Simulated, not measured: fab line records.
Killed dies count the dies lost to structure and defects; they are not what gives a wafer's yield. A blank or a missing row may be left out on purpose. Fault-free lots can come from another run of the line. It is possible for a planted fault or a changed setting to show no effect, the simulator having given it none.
Chamber matching -- flow n5Finfet -- N5_BEOL_M0_CMP_120 on cmp-04 has 4 sister chambers
The step polishes, stops on SiOC, t overpolish 6.9 s. 4 wafers are shown with their chamber, then 7 later ones without.

## EACH WAFER AND ITS CHAMBER
wafer,chamber,motorCurrentA (A)
L653.2,3,6.3
L653.6,1,5.9
L659.2,0,5.8
L659.3,2,5.8

## WAFERS WITH NO CHAMBER GIVEN
wafer,motorCurrentA (A)
L659.6,6.3
L661.1,6.6
L661.4,5.8
L661.6,5.8
L664.1,6.5
L664.4,5.8
L664.5,6.5

## THE CHAMBER EACH PASSED THROUGH
wafer,from the rows above,in truth
L659.6,3,3
L661.1,3,3
L661.4,can't be placed: 0 or 2 or 1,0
L661.6,can't be placed: 0 or 2 or 1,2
L664.1,3,3
L664.4,can't be placed: 0 or 2 or 1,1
L664.5,3,3
Correctly placed: 4 of 7. Unplaceable from these rows: 3, with the true chamber sitting among the candidates in 3. Wrongly placed: 0.
How it was worked out, from the rows above alone: a wafer's distance from a chamber is the root of the sum, over the readings, of the square of ((its reading less the chamber's mean) divided by the reading's scatter). If the next closest chamber is less than 2 further off than the closest, the wafer can't be placed; otherwise it belongs to the closest. The mean given for a chamber averages the wafers shown for that chamber. The scatter: root of mean squared gap, hidden wafer to nearest shown wafer, with one shown wafer a chamber.
